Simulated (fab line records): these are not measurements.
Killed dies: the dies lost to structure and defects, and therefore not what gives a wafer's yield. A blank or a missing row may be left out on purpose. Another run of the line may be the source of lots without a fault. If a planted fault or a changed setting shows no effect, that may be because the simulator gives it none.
The same fault as seen by 3 desks | flow n5_finfet | what lay behind the numbers comes last; until then each desk has only its own

== THE DEFECT DESK ==
Lot by lot, what the route's inspections counted, given as the mean of those sampled wafers with a number. Marked OUT: a lot whose mean sits more than 4 standard deviations from the usual mean, which makes it out of limits; the brackets give that distance.
Columns: A = raw_defect_count at N5_FIN_CUT_INSPECT_10, usual 44
lot  | first seen here | A
L288 | day 3 03:10     | 59
L290 | day 3 15:26     | 46
L300 | day 6 02:22     | 28
L304 | day 7 04:10     | 30
L306 | day 7 14:32     | 36
L307 | day 7 22:08     | 52
This desk found nothing out of limits on any of the 6 lots.

== FOR THE TOOL OWNER'S DESK: vapor_etch-02 ==
The tool's own readings at N5_FIN_CUT_PRECLEAN_35 (cleans in vHF, time 13.3 s): means of the sampled wafers that have a number, for each lot that ran on this tool. Marked OUT: a lot whose mean sits more than 4 standard deviations from the usual mean, which makes it out of limits; the brackets give that distance.
Columns: A = drypump_motor_current_A at N5_FIN_CUT_PRECLEAN_35, usual 5.73 A
lot  | first seen here | A
L290 | day 3 16:01     | 5.47
L300 | day 6 03:08     | 5.23
L304 | day 7 04:45     | 5.56
This desk found nothing out of limits on any of the 3 lots.

== THE METROLOGY DESK ==
What the gauges read for every lot (on any tool): the sampled wafers with a number, averaged. Marked OUT: a lot whose mean sits more than 4 standard deviations from the usual mean, which makes it out of limits; the brackets give that distance. Shown here are 7 of its 12 readings, the ones lying furthest out on some lot.
Columns: A = cd_nm at N5_FIN_CUT_CD_MEAS_08, usual 29.06 nm; B = DIBL_N at N5_BEOL_M4_RC_MEAS_101, usual 36.5 mV/V; C = DIBL_P at N5_BEOL_M4_RC_MEAS_101, usual 36.9 mV/V; D = IOFF_N at N5_BEOL_M4_RC_MEAS_101, usual 0.17 nA/um; E = ION_P at N5_BEOL_M4_RC_MEAS_101, usual 461 uA/um; F = VT_N at N5_BEOL_M4_RC_MEAS_101, usual 250 mV; G = VT_P at N5_BEOL_M4_RC_MEAS_101, usual -250 mV
lot  | first seen here | A     | B    | C    | D    | E   | F   | G
L288 | day 3 03:04     | 29.07 | 34.6 | 35.4 | 0.12 | 457 | 254 | -251
L290 | day 3 15:21     | 29.26 | 33.9 | 33.6 | 0.15 | 449 | 250 | -254
L300 | day 6 02:17     | 29.10 | 35.6 | 34.6 | 0.15 | 471 | 250 | -250
L304 | day 7 04:05     | 28.98 | 36.0 | 35.7 | 0.17 | 480 | 250 | -242
L306 | day 7 14:26     | 29.09 | 37.7 | 38.5 | 0.17 | 466 | 249 | -249
L307 | day 7 22:02     | 29.40 | 37.2 | 38.7 | 0.18 | 463 | 248 | -248
This desk found nothing out of limits on any of the 6 lots.

== ALL TOGETHER ==
No out-of-limits result turned up at the defect desk.
The tool owner's desk saw nothing out of limits.
Nothing out of limits was seen by the metrology desk.

== WHAT THE SIMULATOR PUT IN ==
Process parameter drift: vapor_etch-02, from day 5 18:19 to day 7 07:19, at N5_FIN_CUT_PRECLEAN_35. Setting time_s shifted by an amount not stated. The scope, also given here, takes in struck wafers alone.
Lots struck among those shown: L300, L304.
